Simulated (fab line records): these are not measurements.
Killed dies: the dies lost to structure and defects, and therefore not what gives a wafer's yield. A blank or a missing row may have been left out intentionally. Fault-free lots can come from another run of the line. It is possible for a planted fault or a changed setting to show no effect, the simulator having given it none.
Chamber matching :: flow nand_harc :: rie_diel-11 running NHARC_A_STAIRCASE_DESCUM_270: 4 sister chambers
The step chemistry O2, time 3 s. 8 wafers are shown with their chamber, then 10 later ones without.

== EACH WAFER AND ITS CHAMBER ==
wafer: L082.1
chamber: 2
showerhead_plenum_p_Torr (Torr): 2.04
drypump_motor_current_A (A): 6.2

wafer: L082.4
chamber: 0
showerhead_plenum_p_Torr (Torr): 2.00
drypump_motor_current_A (A): 5.6

wafer: L082.3
chamber: 3
showerhead_plenum_p_Torr (Torr): 1.91
drypump_motor_current_A (A): 6.0

wafer: L082.5
chamber: 0
showerhead_plenum_p_Torr (Torr): 2.00
drypump_motor_current_A (A): 5.6

wafer: L083.1
chamber: 2
showerhead_plenum_p_Torr (Torr): 2.04
drypump_motor_current_A (A): 6.1

wafer: L083.2
chamber: 3
showerhead_plenum_p_Torr (Torr): 1.90
drypump_motor_current_A (A): 6.1

wafer: L088.4
chamber: 1
showerhead_plenum_p_Torr (Torr): 2.05
drypump_motor_current_A (A): 5.4

wafer: L088.5
chamber: 1
showerhead_plenum_p_Torr (Torr): 2.05
drypump_motor_current_A (A): 5.5

== WAFERS WHOSE CHAMBER IS MISSING ==
wafer: L088.6
showerhead_plenum_p_Torr (Torr): 1.99
drypump_motor_current_A (A): 5.6

wafer: L091.1
showerhead_plenum_p_Torr (Torr): 1.99
drypump_motor_current_A (A): 5.6

wafer: L091.2
showerhead_plenum_p_Torr (Torr): 2.05
drypump_motor_current_A (A): 5.4

wafer: L091.5
showerhead_plenum_p_Torr (Torr): 2.03
drypump_motor_current_A (A): 6.1

wafer: L096.1
showerhead_plenum_p_Torr (Torr): 2.04
drypump_motor_current_A (A): 5.5

wafer: L096.4
showerhead_plenum_p_Torr (Torr): 1.98
drypump_motor_current_A (A): 5.6

wafer: L096.6
showerhead_plenum_p_Torr (Torr): 2.03
drypump_motor_current_A (A): 6.1

wafer: L097.1
showerhead_plenum_p_Torr (Torr): 2.04
drypump_motor_current_A (A): 5.5

wafer: L097.3
showerhead_plenum_p_Torr (Torr): 1.98
drypump_motor_current_A (A): 5.6

wafer: L097.5
showerhead_plenum_p_Torr (Torr): 1.89
drypump_motor_current_A (A): 6.0

== THE CHAMBER EACH PASSED THROUGH ==
wafer: L088.6
from the rows above: 0
in truth: 0

wafer: L091.1
from the rows above: 0
in truth: 0

wafer: L091.2
from the rows above: 1
in truth: 1

wafer: L091.5
from the rows above: 2
in truth: 2

wafer: L096.1
from the rows above: 1
in truth: 1

wafer: L096.4
from the rows above: 0
in truth: 0

wafer: L096.6
from the rows above: 2
in truth: 2

wafer: L097.1
from the rows above: 1
in truth: 1

wafer: L097.3
from the rows above: 0
in truth: 0

wafer: L097.5
from the rows above: 3
in truth: 3
Placed correctly: 10 of 10. Can't be placed from these rows: 0. Placed wrongly: 0.
How it was worked out, from the rows above alone: a wafer's distance from a chamber is the root of the sum, over the readings, of the square of ((its reading less the chamber's mean) divided by the reading's scatter). If the next closest chamber is less than 2 further off than the closest, the wafer can't be placed; otherwise it belongs to the closest. For every chamber, the mean is computed from those of its wafers that are shown. The scatter is the square root of a quotient: the sum, over the shown wafers, of each reading's squared deviation from its chamber's mean, divided by wafers minus chambers.
